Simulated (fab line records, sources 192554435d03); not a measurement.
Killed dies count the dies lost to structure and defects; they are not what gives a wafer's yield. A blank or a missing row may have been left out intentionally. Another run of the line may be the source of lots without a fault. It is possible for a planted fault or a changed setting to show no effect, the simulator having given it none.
The tool behind it: which one?    flow n5 finfet    at 1 step of a route of 1938, 12 lots with 36 wafers sampled

WHAT THE GAUGES READ, wafer by wafer
N5_MOL_CONTACT_COAG_CD_MEAS_101: target cd 16 nm.
lot   measured      on         cd nm (nm)
L075  day 5 14:55   cd sem-03  15.7 15.4 15.7
L077  day 6 04:40   cd sem-03  15.8 15.9 16.1
L079  day 6 19:38   cd sem-03  15.9 15.8 16.3
L080  day 7 03:47   cd sem-02  15.6 15.8 15.7
L083  day 7 16:26   cd sem-01  15.7 16.1 15.8
L085  day 7 23:44   cd sem-03  15.6 15.7 15.8
L087  day 8 15:04   cd sem-02  15.5 15.6 15.8
L089  day 8 22:10   cd sem-02  15.6 16.4 16.3
L091  day 9 11:24   cd sem-02  15.7 16.0 16.4
L093  day 10 03:58  cd sem-03  16.4 16.5 15.8
L095  day 10 19:40  cd sem-02  16.4 15.4 16.0
L097  day 11 03:05  cd sem-03  16.0 15.5 16.1

TOOL THAT RAN EACH LOT (tool first, then ch and the chambers of the sampled wafers, then the start)
The record holds no process step before these readings.

THE ANSWER, worked out from the rows above alone
Rule: usual is defined by the lots themselves. Put in order of their means at a reading, lots are off if they are a third of the lots or fewer, leave a main group of 4 or more, and stand apart from it by a gap of 3 or more times the standard deviation of the main group's means; of several such gaps the widest counts. If all means in a main group match to the digits the tables above print for the reading, that group is not used. Also off: a lot with no number at a reading for which 4 or more lots have one. The other lots that the step has rows for count as sound.
No lot is off on any of the readings shown, so nothing can be concluded from this.

WHAT THE SIMULATOR PUT IN
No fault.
